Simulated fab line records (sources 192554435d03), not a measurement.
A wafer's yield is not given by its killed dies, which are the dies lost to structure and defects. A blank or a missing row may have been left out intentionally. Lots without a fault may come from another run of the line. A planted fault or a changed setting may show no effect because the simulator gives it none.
fab line records	flow n5Finfet
record lots=7	wafers=39
route steps=1938 shown ZERO_LAYER@11 SD_EPI_N@288 SD_EPI_P@321 SDB@347 MOL_CONTACT_COAG@559
startH: hours from the record's opening day to when the first of the lot's shown wafers began	waitH: how many hours have passed since the lot's step before this one	" repeats the value in the row above	L1.1+2: a row that stands for several wafers	- value missing, or start not given	* or withheld: withheld	< > ~ a bound
route shown NAME@n: a module of which the file shows steps, and the number in the route of the first	usual: mean/standard deviation taken from wafers without a fault	same: alike in all rows	chamber/n: place in a boat	sites: readings site by site	_std_site: the standard deviation of these	_edge_site: outer sites' mean less inner sites'	radiusMm: for every site, how far away it sits from the centre of the wafer	mask NAME#n: copy n	behind: the most recent tool/chamber to have shaped the wafer	hold: reason for holding the lot/hours on hold/outcome of the hold	device: the n, p or np transistor that did not switch	end of line: tests of these same wafers at the route's end	a step with no rows: only its recipe	killed: not the wafer's yield, but the dies lost to structure and defects at the first sort	map: a wafer's dies, marking killed ones x, the rest . and places with no die _
set.NAME: the setting that was run; set.NAME@STEP: the one run at that earlier step	model.NAME: the simulator's own value behind a step, which no gauge read
one table per step and one row per wafer, for lots whose settings were changed on purpose
## steps
# step N5_ZERO_LAYER_DEVELOP_10
# recipe developTimeS=60	rinseLiquid=diw	dry=airSpin	devTempC=21
lot.wafer	tool	chamber	startH	waitH	set.developTimeS
L081.1+3+5	lithoTrack-02	0	-	-	60
L081.2+4+6	"	0	"	"	50.49
L086.1+4+6	lithoTrack-01	0	-	-	36.55
L086.2+3+5	"	0	"	"	60
L089.1+3+4	lithoTrack-02	0	-	-	60
L090.1+3+6	lithoTrack-01	0	-	-	95.78
L090.2+4+5	"	0	"	"	60
L094.1+4+5	lithoTrack-02	0	-	-	60
L094.2+3+6	"	0	"	"	83.69
L095.1+4+6	lithoTrack-01	0	-	-	60
L095.2+3+5	"	0	"	"	94.89
L097.1+2+3+4+5+6	lithoTrack-01	0	-	-	60
# step N5_ZERO_LAYER_HARDBAKE_23
# recipe tempC=130	timeS=120
# step N5_ZERO_LAYER_CD_MEAS_11
# recipe targetCdNm=2000	landingEnergyEv=500	detector=seInlens
# usual cdNm=1999.7/1.4
lot.wafer	tool	chamber	startH	waitH	set.developTimeS@ZERO_LAYER_DEVELOP_10	cdNm
L081.1	cdSem-01	0	54.77	-	60	2000.0
L081.2	"	0	"	"	50.49	1996.2
L081.3	"	0	"	"	60	2000.5
L081.4	"	0	"	"	50.49	1996.7
L081.5	"	0	"	"	60	1998.9
L081.6	"	0	"	"	50.49	1996.6
L086.1	cdSem-01	0	84.79	-	36.55	1988.8
L086.2	"	0	"	"	60	1999.3
L086.3	"	0	"	"	60	2000.7
L086.4	"	0	"	"	36.55	1987.3
L086.5	"	0	"	"	60	1999.6
L086.6	"	0	"	"	36.55	1988.8
L089.1	cdSem-01	0	102.77	-	60	1999.6
L089.3	"	0	"	"	60	1997.1
L089.4	"	0	"	"	60	1999.1
L090.1	cdSem-01	0	108.64	-	95.78	2010.5
L090.2	"	0	"	"	60	2000.9
L090.3	"	0	"	"	95.78	2008.2
L090.4	"	0	"	"	60	1998.9
L090.5	"	0	"	"	60	2000.4
L090.6	"	0	"	"	95.78	2008.8
L094.1	cdSem-02	0	132.77	-	60	2003.4
L094.2	"	0	"	"	83.69	2009.6
L094.3	"	0	"	"	83.69	2009.1
L094.4	"	0	"	"	60	2003.3
L094.5	"	0	"	"	60	2002.0
L094.6	"	0	"	"	83.69	2009.5
L095.1	cdSem-03	0	138.67	-	60	1998.7
L095.2	"	0	"	"	94.89	2009.0
L095.3	"	0	"	"	94.89	2009.2
L095.4	"	0	"	"	60	1999.2
L095.5	"	0	"	"	94.89	2008.8
L095.6	"	0	"	"	60	1999.7
L097.1	cdSem-02	0	150.64	-	60	1996.3
L097.2	"	0	"	"	60	1996.8
L097.3	"	0	"	"	60	1996.2
L097.4	"	0	"	"	60	1998.1
L097.5	"	0	"	"	60	1996.8
L097.6	"	0	"	"	60	1997.8
# step N5_ZERO_LAYER_DESCUM_16
# recipe chemistry=O2	timeS=7.9	sourcePowerW=50	biasPowerW=20	pressureMtorr=20	rfFrequencyHz=2.712e+07	tempC=40	o2FlowSccm=225
lot.wafer	tool	chamber	startH	waitH	set.developTimeS@ZERO_LAYER_DEVELOP_10	model.ZERO_LAYER.cdNm
L081.1+3	rieDiel-02	1,0	54.80	0.0	60	2000
L081.2	"	2	"	"	50.49	1997
L081.4+6	"	3,1	"	"	50.49	1996
L081.5	"	0	"	"	60	1999
L086.1+6	rieDiel-01	2,3	84.83	0.0	36.55	1989
L086.2+5	"	1,2	"	"	60	1999
L086.3	"	3	"	"	60	2000
L086.4	"	0	"	"	36.55	1987
L089.1	rieDiel-01	2	102.81	0.0	60	2000
L089.3	"	1	"	"	60	1997
L089.4	"	3	"	"	60	1999
L090.1	rieDiel-05	2	108.68	0.0	95.78	2011
L090.2	"	1	"	"	60	2001
L090.3	"	3	"	"	95.78	2008
L090.4	"	0	"	"	60	1999
L090.5	"	1	"	"	60	2000
L090.6	"	2	"	"	95.78	2009
L094.1+4	rieDiel-05	1,3	132.92	0.1	60	2003
L094.2	"	2	"	"	83.69	2010
L094.3+6	"	0,3	"	"	83.69	2009
L094.5	"	2	"	"	60	2002
L095.1+4	rieDiel-05	2,1	138.72	0.0	60	1999
L095.2+3+5	"	0,3,0	"	"	94.89	2009
L095.6	"	3	"	"	60	2000
L097.1	rieDiel-05	0	150.68	0.0	60	1996
L097.2+3+5	"	2,1,3	"	"	60	1997
L097.4+6	"	3,2	"	"	60	1998
# step N5_ZERO_LAYER_ETCH_17
# recipe chemistry=CF4	target=SiO2	targetDepthA=120	timeS=13.3	ionEnergyEv=350	pressureMtorr=40	sourceW=450	biasW=215	Ar_flow_sccm=100	cf4FlowSccm=100
lot.wafer	tool	chamber	startH	waitH	set.developTimeS@ZERO_LAYER_DEVELOP_10	model.ZERO_LAYER.cdNm
L081.1+3	rieDiel-02	1,0	54.84	0.0	60	2000
L081.2+4	"	2,3	"	"	50.49	1997
L081.5	"	0	"	"	60	1999
L081.6	"	1	"	"	50.49	1996
L086.1+6	rieDiel-01	2,3	84.86	0.0	36.55	1989
L086.2+5	"	1,2	"	"	60	1999
L086.3	"	3	"	"	60	2001
L086.4	"	0	"	"	36.55	1987
L089.1	rieDiel-01	2	102.85	0.0	60	2000
L089.3	"	1	"	"	60	1997
L089.4	"	3	"	"	60	1999
L090.1	rieDiel-05	2	108.71	0.0	95.78	2011
L090.2	"	1	"	"	60	2001
L090.3+6	"	3,2	"	"	95.78	2009
L090.4	"	0	"	"	60	1999
L090.5	"	1	"	"	60	2000
L094.1+4	rieDiel-05	1,3	132.95	0.0	60	2003
L094.2	"	2	"	"	83.69	2010
L094.3+6	"	0,3	"	"	83.69	2009
L094.5	"	2	"	"	60	2002
L095.1+4	rieDiel-05	2,1	138.75	0.0	60	1999
L095.2+3+5	"	0,3,0	"	"	94.89	2009
L095.6	"	3	"	"	60	2000
L097.1+2+3+5	rieDiel-05	0,2,1,3	150.72	0.0	60	1997
L097.4+6	"	3,2	"	"	60	1998
# step N5_SD_EPI_N_EPI_21
# recipe material=Si:P	dopant=P	tempC=680	pressureTorr=255	timeS=690
lot.wafer	tool	chamber	startH	waitH	set.timeS	model.Si-P_of_SD_EPI_N_EPI_21.thkNm
L081.1	epiRpcvd-02	0	94.18	0.1	690	60.6
L081.2	"	0	"	"	690	59.4
L081.3	"	0	"	"	690	60
L081.4	"	0	"	"	690	59.6
L081.5	"	0	"	"	690	60.2
L081.6	"	0	"	"	690	59.2
L086.1	epiRpcvd-03	0	124.56	0.1	690	57.6
L086.2	"	0	"	"	302.6	26.8
L086.3	"	0	"	"	302.6	27.2
L086.4	"	0	"	"	302.6	27
L086.5	"	0	"	"	690	57.4
L086.6	"	0	"	"	690	57
L089.1	epiRpcvd-02	0	141.38	0.1	690	59.4
L089.3+4	"	0	"	"	690	59.6
L090.1	epiRpcvd-02	0	146.35	0.1	690	58.4
L090.2+5+6	"	0	"	"	690	58.8
L090.3	"	0	"	"	690	59
L090.4	"	0	"	"	690	58.6
L094.1	epiRpcvd-02	0	169.74	0.1	690	59.8
L094.2	"	0	"	"	279.6	26.2
L094.3	"	0	"	"	690	60
L094.4+6	"	0	"	"	279.6	26.4
L094.5	"	0	"	"	690	60.2
L095.1	epiRpcvd-02	0	181.22	0.1	690	59.6
L095.2+3	"	0	"	"	282.5	25.8
L095.4	"	0	"	"	690	59
L095.5	"	0	"	"	690	58
L095.6	"	0	"	"	282.5	26.4
L097.1+2	epiRpcvd-02	0	193.55	0.1	690	60
L097.3	"	0	"	"	1103	83.6
L097.4	"	0	"	"	1103	82.6
L097.5	"	0	"	"	1103	81.8
L097.6	"	0	"	"	690	59.6
# step N5_SD_EPI_N_EPI_MEAS_23
# recipe mode=xrd
# usual thkNm=59.0/1.3
lot.wafer	tool	chamber	startH	waitH	set.timeS@SD_EPI_N_EPI_21	thkNm
L081.1	filmMetro-02	-	95.90	1.4	690	61.9
L081.2	"	-	"	"	690	57.9
L081.3	"	-	"	"	690	59.0
L081.4	"	-	"	"	690	59.3
L081.5	"	-	"	"	690	59.0
L081.6	"	-	"	"	690	59.2
L086.1	filmMetro-02	-	126.28	1.4	690	56.4
L086.2	"	-	"	"	302.6	26.9
L086.3	"	-	"	"	302.6	27.3
L086.4	"	-	"	"	302.6	27.8
L086.5	"	-	"	"	690	56.5
L086.6	"	-	"	"	690	57.5
L089.1	filmMetro-02	-	143.10	1.4	690	58.9
L089.3	"	-	"	"	690	59.0
L089.4	"	-	"	"	690	60.5
L090.1	filmMetro-02	-	148.06	1.4	690	58.7
L090.2	"	-	"	"	690	57.7
L090.3	"	-	"	"	690	59.1
L090.4	"	-	"	"	690	57.9
L090.5	"	-	"	"	690	58.1
L090.6	"	-	"	"	690	57.3
L094.1	filmMetro-01	-	171.46	1.4	690	60.9
L094.2	"	-	"	"	279.6	25.6
L094.3	"	-	"	"	690	61.1
L094.4	"	-	"	"	279.6	24.9
L094.5	"	-	"	"	690	60.4
L094.6	"	-	"	"	279.6	26.5
L095.1	filmMetro-01	-	182.94	1.4	690	60.4
L095.2	"	-	"	"	282.5	24.8
L095.3	"	-	"	"	282.5	26.0
L095.4	"	-	"	"	690	59.3
L095.5	"	-	"	"	690	58.1
L095.6	"	-	"	"	282.5	27.3
L097.1	filmMetro-02	-	195.28	1.5	690	61.7
L097.2	"	-	"	"	690	60.4
L097.3	"	-	"	"	1103	83.8
L097.4	"	-	"	"	1103	80.1
L097.5	"	-	"	"	1103	81.5
L097.6	"	-	"	"	690	58.6
# step N5_SD_EPI_N_PRECLEAN_24
# recipe chemistry=O3/DIW	timeS=60	tempC=22	o3Ppm=10
# step N5_SD_EPI_N_SRD_25
# recipe timeS=30	tempC=23	rinseLiquid=diw	dry=ipaMarangoni
# step N5_SD_EPI_P_EPI_21
# recipe material=SiGe:B	dopant=B	tempC=550	pressureTorr=20	ambient=H2	timeS=355
# step N5_SD_EPI_P_HM_STRIP_48
# recipe chemistry=H3PO4	tempC=160	material=SiNx	target=SiNx	targetDepthA=30	overetchFraction=0.3
lot.wafer	tool	chamber	startH	waitH	set.timeS@SD_EPI_N_EPI_21	model.Si-P_of_SD_EPI_N_EPI_21.thkNm
L081.1	wetBench-06	3	100.65	0.0	690	59.8
L081.2	"	2	"	"	690	58.8
L081.3	"	4	"	"	690	59.2
L081.4	"	7	"	"	690	59
L081.5	"	6	"	"	690	59.6
L081.6	"	5	"	"	690	58.6
L086.1	wetBench-01	5	130.90	0.0	690	57
L086.2	"	7	"	"	302.6	26.6
L086.3+4	"	1,6	"	"	302.6	26.8
L086.5	"	4	"	"	690	56.8
L086.6	"	0	"	"	690	56.4
L089.1	wetBench-01	1	148.46	0.0	690	58.8
L089.3+4	"	5,4	"	"	690	59
L090.1	wetBench-02	7	152.90	0.0	690	57.6
L090.2+5+6	"	0,2,6	"	"	690	58.2
L090.3	"	1	"	"	690	58.4
L090.4	"	3	"	"	690	58
L094.1	wetBench-01	6	175.96	0.0	690	59
L094.2+6	"	1,2	"	"	279.6	26
L094.3+5	"	0,5	"	"	690	59.4
L094.4	"	7	"	"	279.6	26.2
L095.1	wetBench-06	0	188.39	0.0	690	59
L095.2+3	"	6,7	"	"	282.5	25.6
L095.4	"	1	"	"	690	58.2
L095.5	"	2	"	"	690	57.4
L095.6	"	3	"	"	282.5	26
L097.1	wetBench-01	5	199.79	0.0	690	59.4
L097.2	"	3	"	"	690	59.2
L097.3	"	7	"	"	1103	82.6
L097.4	"	2	"	"	1103	81.8
L097.5	"	4	"	"	1103	81
L097.6	"	6	"	"	690	59
# step N5_SDB_HM_DEP_00
# recipe material=SiNx	targetThkA=400	tempC=400	precursor=SiH4/NH3/N2	pressureTorr=1.5	rfW=300	timeS=35.3
lot.wafer	tool	chamber	startH	waitH	set.timeS	model.SiNx_of_SDB_HM_DEP_00.thkNm
L081.1+3	pecvd-01	0,1	108.12	0.0	41.45	46.6
L081.2	"	2	"	"	41.45	46.4
L081.4	"	2	"	"	35.3	40
L081.5	"	0	"	"	35.3	39.8
L081.6	"	1	"	"	35.3	40.6
L086.1	pecvd-01	0	138.18	0.0	35.3	39.8
L086.2+6	"	2	"	"	19.03	21.2
L086.3	"	0	"	"	35.3	40
L086.4	"	2	"	"	35.3	40.2
L086.5	"	0	"	"	19.03	21.4
L089.1	pecvd-02	1	155.68	0.0	35.3	40
L089.3	"	2	"	"	35.3	39.8
L089.4	"	0	"	"	35.3	40.6
L090.1	pecvd-01	1	160.33	0.0	21.55	23.6
L090.2	"	2	"	"	21.55	23.4
L090.3	"	0	"	"	35.3	38.8
L090.4	"	0	"	"	21.55	24
L090.5+6	"	1,2	"	"	35.3	40
L094.1	pecvd-02	0	184.51	0.0	35.3	39.8
L094.2	"	1	"	"	14.5	17.2
L094.3	"	2	"	"	14.5	17
L094.4	"	1	"	"	35.3	40.8
L094.5	"	2	"	"	14.5	17.4
L094.6	"	0	"	"	35.3	40.6
L095.1	pecvd-01	1	195.76	0.0	55.37	62.2
L095.2	"	0	"	"	35.3	40
L095.3+4	"	2,0	"	"	35.3	40.4
L095.5	"	1	"	"	55.37	63.4
L095.6	"	2	"	"	55.37	63.6
L097.1	pecvd-02	1	208.97	0.0	48.69	54.8
L097.2	"	0	"	"	35.3	39.6
L097.3	"	2	"	"	48.69	54.6
L097.4	"	0	"	"	48.69	56
L097.5	"	1	"	"	35.3	40.4
L097.6	"	2	"	"	35.3	40.2
# step N5_SDB_COAT_03
# recipe resist=SOC	tempC=250	timeS=60	spinRpm=1500	resistThkNm=100
# step N5_SDB_COAT_04
# recipe resist=SiARC	tempC=220	timeS=60	spinRpm=1500	resistThkNm=18
# step N5_SDB_STRIP_19
# recipe chemistry=N2/H2	tempC=40	n2FlowSccm=200	h2FlowSccm=200	rfFrequencyHz=6e+07
# step N5_SDB_STRIP_21
# recipe chemistry=CF4	resist=SiARC	powerW=300	biasPowerW=75	pressureMtorr=50	cf4FlowSccm=150	rfFrequencyHz=6e+07
# step N5_SDB_HM_OPEN_20
# recipe chemistry=CH3F/O2	target=SiNx	maskMaterial=SOC	targetDepthA=240	stopOn=poly-Si	overEtchFrac=0.4	ionEnergyEv=120	pressureMtorr=30	sourceW=395	biasW=73	Ar_flow_sccm=150	CH3F_flow_sccm=30	O2_flow_sccm=20
# usual oesProductAu=0.67/0.066
lot.wafer	tool	chamber	startH	waitH	set.timeS@SDB_HM_DEP_00	oesProductAu	model.etch.depthNm
L081.1	rieDiel-03	0	109.08	0.0	41.45	0.86	30.62
L081.2	"	1	"	"	41.45	0.68	30.39
L081.3	"	3	"	"	41.45	0.65	30.56
L081.4	"	0	"	"	35.3	0.75	23.95
L081.5	"	1	"	"	35.3	0.59	23.71
L081.6	"	3	"	"	35.3	0.57	24.52
L086.1	rieDiel-04	2	138.98	0.0	35.3	0.72	23.77
L086.2	"	1	"	"	19.03	0.32	5.298
L086.3	"	0	"	"	35.3	0.69	24.04
L086.4	"	3	"	"	35.3	0.75	24.25
L086.5	"	0	"	"	19.03	0.40	5.301
L086.6	"	3	"	"	19.03	0.44	5.265
L089.1	rieDiel-03	1	156.44	0.0	35.3	0.59	24.02
L089.3	"	2	"	"	35.3	0.75	23.88
L089.4	"	1	"	"	35.3	0.59	24.65
L090.1	rieDiel-04	0	160.97	0.0	21.55	0.43	7.512
L090.2	"	2	"	"	21.55	0.44	7.467
L090.3	"	3	"	"	35.3	0.72	22.86
L090.4	"	3	"	"	21.55	0.47	7.98
L090.5	"	0	"	"	35.3	0.68	23.96
L090.6	"	2	"	"	35.3	0.71	24
L094.1	rieDiel-04	2	185.15	0.0	35.3	0.70	23.86
L094.2	"	0	"	"	14.5	0.33	1.164
L094.3	"	3	"	"	14.5	0.35	0.9279
L094.4	"	1	"	"	35.3	0.79	24.8
L094.5	"	0	"	"	14.5	0.33	1.48
L094.6	"	3	"	"	35.3	0.74	24.55
L095.1	rieDiel-04	0	196.53	0.0	55.37	0.83	33.86
L095.2	"	2	"	"	35.3	0.70	23.99
L095.3	"	3	"	"	35.3	0.73	24.39
L095.4	"	1	"	"	35.3	0.78	24.46
L095.5	"	1	"	"	55.37	0.95	33.99
L095.6	"	0	"	"	55.37	0.81	34.08
L097.1	rieDiel-06	2	209.61	0.0	48.69	0.81	33.61
L097.2	"	1	"	"	35.3	0.61	23.57
L097.3	"	0	"	"	48.69	0.72	33.3
L097.4	"	3	"	"	48.69	0.70	33.13
L097.5	"	3	"	"	35.3	0.59	24.43
L097.6	"	2	"	"	35.3	0.66	24.17
# step N5_MOL_CONTACT_COAG_ALD_27
# recipe material=SiOC	targetThkA=170	tempC=400	aldPrecursorFamily=carbosiloxane	aldCoReactant=H2-plasma	pulseTimeS=1.5	timeS=2720	purgeTimeS=2	coReactantPurgeTimeS=2	aldCycles=340	pressureTorr=2
lot.wafer	tool	chamber	startH	waitH	set.timeS	model.SiOC_of_MOL_CONTACT_COAG_ALD_27.thkNm
L081.1+4	aldSin-03	3,2	138.42	0.0	2720	16.8
L081.2+3	"	0,1	"	"	3196	17
L081.5	"	3	"	"	2720	17
L081.6	"	2	"	"	3196	16.8
L086.1+5	aldSin-02	0,2	166.99	0.0	3200	17.2
L086.2	"	1	"	"	2720	17
L086.3+6	"	2,1	"	"	2720	17.2
L086.4	"	3	"	"	3200	17
L089.1	aldSin-03	0	186.66	0.0	2720	17.2
L089.3+4	"	2,1	"	"	2720	17
L090.1+2+5+6	aldSin-02	0,3,3,0	191.90	0.0	2720	17
L090.3+4	"	2,1	"	"	2720	17.2
L094.1+3+6	aldSin-01	0,1,3	214.19	0.0	1205	7.4
L094.2+4+5	"	2,3,0	"	"	2720	17
L095.1+3	aldSin-01	3,2	225.35	0.0	2720	17
L095.2	"	0	"	"	2720	16.8
L095.4+5+6	"	1,1,2	"	"	1719	10.6
L097.1+2+4	aldSin-02	1,3,0	238.95	0.0	1189	7.4
L097.3+5+6	"	2,1,0	"	"	2720	17
# step N5_MOL_CONTACT_COAG_CMP_28
# recipe stopOn=SiNx	tOverpolishS=0.85	postCmpClean=alkalineBrush	downForcePsi=4.15	platenRpm=51.8	padVelocityMS=1.0307	targetThkNm=14.522
lot.wafer	tool	chamber	startH	waitH	set.timeS@MOL_CONTACT_COAG_ALD_27	model.SiOC_of_MOL_CONTACT_COAG_ALD_27.thkNm
L081.1	cmp-01	3	139.99	0.8	2720	14.6
L081.3	"	0	"	"	3196	15.4
L081.4+5	"	1,3	"	"	2720	15.4
L081.2	"	2	"	"	3196	14.8
L081.6	"	0	"	"	3196	14.6
L086.1	cmp-02	2	168.56	0.8	3200	15.2
L086.4	"	3	"	"	3200	13
L086.3	"	0	"	"	2720	14.6
L086.2	"	1	"	"	2720	15.2
L086.6	"	2	"	"	2720	13
L086.5	"	3	"	"	3200	13.8
L089.3	cmp-02	0	188.23	0.8	2720	13.8
L089.4	"	1	"	"	2720	13
L089.1	"	3	"	"	2720	12.8
L090.1+5	cmp-02	3,0	193.46	0.8	2720	14
L090.3+6	"	0,3	"	"	2720	13.4
L090.4	"	1	"	"	2720	15.4
L090.2	"	2	"	"	2720	14.4
L094.2	cmp-03	0	215.75	0.8	2720	13.6
L094.4	"	1	"	"	2720	14.4
L094.3+1+6	"	2,3,0	"	"	1205	7.4
L094.5	"	1	"	"	2720	13.8
L095.4+6+5	cmp-02	3,3,0	226.91	0.8	1719	10.6
L095.1	"	0	"	"	2720	13.8
L095.2	"	1	"	"	2720	14.2
L095.3	"	2	"	"	2720	13.4
L097.4+2+1	cmp-02	2,3,0	240.52	0.8	1189	7.4
L097.3	"	1	"	"	2720	14
L097.5	"	2	"	"	2720	12.6
L097.6	"	3	"	"	2720	12.4
# step N5_MOL_CONTACT_COAG_ALD_123
# recipe material=SiNx	targetThkA=50	tempC=400	aldPrecursorFamily=SiH2I2	aldCoReactant=N2/H2-plasma	pulseTimeS=1	purgeTimeS=2	coReactantPurgeTimeS=2	aldCycles=100	pressureTorr=2
# step N5_MOL_CONTACT_COAG_VIA_ETCH_117
# recipe chemistry=C4F6/O2	targetDepthA=400	overetchA=80	maskMaterial=SOC	target=SiO2	biasW=455	pressureMtorr=10	timeS=26	sourceW=325	Ar_flow_sccm=300	C4F6_flow_sccm=10	O2_flow_sccm=10	ionEnergyEv=575.3	ends=endPoint
# step N5_MOL_CONTACT_COAG_ETCH_124
# recipe chemistry=CH3F/O2	target=SiNx	targetDepthA=65	maskMaterial=SOC	stopOn=SiOC	overEtchFrac=0.3	ionEnergyEv=120	pressureMtorr=30	sourceW=395	biasW=73	Ar_flow_sccm=150	CH3F_flow_sccm=30	O2_flow_sccm=20	ends=endPoint
# step N5_MOL_CONTACT_COAG_ETCH_48
# recipe chemistry=C4F6/O2	targetDepthA=150	overetchA=45	maskMaterial=SOC	target=SiOC	biasW=465	pressureMtorr=10	timeS=17	sourceW=335	Ar_flow_sccm=300	C4F6_flow_sccm=10	O2_flow_sccm=10	ionEnergyEv=576
lot.wafer	tool	chamber	startH	waitH	set.timeS@MOL_CONTACT_COAG_ALD_27	model.etch.depthNm
L081.1	rieDiel-06	2	143.75	0.0	2720	14.55
L081.2	"	0	"	"	3196	14.86
L081.3	"	3	"	"	3196	15.33
L081.4	"	1	"	"	2720	15.44
L081.5	"	1	"	"	2720	15.34
L081.6	"	0	"	"	3196	14.63
L086.1	rieDiel-03	1	172.69	0.0	3200	15.18
L086.2	"	2	"	"	2720	15.17
L086.3	"	0	"	"	2720	14.68
L086.4	"	1	"	"	3200	12.97
L086.5	"	2	"	"	3200	13.89
L086.6	"	0	"	"	2720	12.98
L089.1	rieDiel-06	1	192.49	0.0	2720	12.73
L089.3	"	2	"	"	2720	13.88
L089.4	"	0	"	"	2720	12.97
L090.1	rieDiel-04	2	196.91	0.0	2720	14.03
L090.2	"	3	"	"	2720	14.31
L090.3	"	1	"	"	2720	13.37
L090.4	"	0	"	"	2720	15.48
L090.5	"	1	"	"	2720	14.09
L090.6	"	0	"	"	2720	13.43
L094.1	rieDiel-03	0	219.35	0.0	1205	7.479
L094.2	"	2	"	"	2720	13.64
L094.3	"	3	"	"	1205	7.388
L094.4	"	2	"	"	2720	14.38
L094.5	"	3	"	"	2720	13.78
L094.6	"	0	"	"	1205	7.438
L095.1	rieDiel-03	0	230.79	0.0	2720	13.85
L095.2	"	1	"	"	2720	14.25
L095.3	"	2	"	"	2720	13.47
L095.4	"	1	"	"	1719	10.62
L095.5	"	0	"	"	1719	10.61
L095.6	"	2	"	"	1719	10.67
L097.1	rieDiel-03	1	244.46	0.0	1189	7.355
L097.2	"	0	"	"	1189	7.423
L097.3	"	2	"	"	2720	13.96
L097.4	"	3	"	"	1189	7.394
L097.5	"	2	"	"	2720	12.62
L097.6	"	1	"	"	2720	12.5
## key
split step=N5_ZERO_LAYER_DEVELOP_10	setting=developTimeS	stated=60	by=wafer
response step=N5_ZERO_LAYER_CD_MEAS_11	reading=cdNm	change=+0.182	per=1%	r=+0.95
response step=N5_ZERO_LAYER_DESCUM_16	reading=model.ZERO_LAYER.cdNm	change=+0.186	per=1%	r=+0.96
response step=N5_ZERO_LAYER_ETCH_17	reading=model.ZERO_LAYER.cdNm	change=+0.185	per=1%	r=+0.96
split step=N5_SD_EPI_N_EPI_21	setting=timeS	stated=690	by=wafer
response step=N5_SD_EPI_N_EPI_21	reading=model.Si-P_of_SD_EPI_N_EPI_21.thkNm	change=+0.51	per=1%	r=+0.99
response step=N5_SD_EPI_N_EPI_MEAS_23	reading=thkNm	change=*	per=1%	r=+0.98
response step=N5_SD_EPI_P_HM_STRIP_48	reading=model.Si-P_of_SD_EPI_N_EPI_21.thkNm	change=+0.504	per=1%	r=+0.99
split step=N5_SDB_HM_DEP_00	setting=timeS	stated=35.3	by=wafer
response step=N5_SDB_HM_DEP_00	reading=model.SiNx_of_SDB_HM_DEP_00.thkNm	change=+0.4	per=1%	r=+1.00
response step=N5_SDB_HM_OPEN_20	reading=oesProductAu	change=+0.00519	per=1%	r=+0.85
response step=N5_SDB_HM_OPEN_20	reading=model.etch.depthNm	change=+0.32	per=1%	r=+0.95
split step=N5_MOL_CONTACT_COAG_ALD_27	setting=timeS	stated=2720	by=wafer
response step=N5_MOL_CONTACT_COAG_ALD_27	reading=model.SiOC_of_MOL_CONTACT_COAG_ALD_27.thkNm	change=+0.159	per=1%	r=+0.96
response step=N5_MOL_CONTACT_COAG_CMP_28	reading=model.SiOC_of_MOL_CONTACT_COAG_ALD_27.thkNm	change=+0.0957	per=1%	r=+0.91
response step=N5_MOL_CONTACT_COAG_ETCH_48	reading=model.etch.depthNm	change=+0.0958	per=1%	r=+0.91
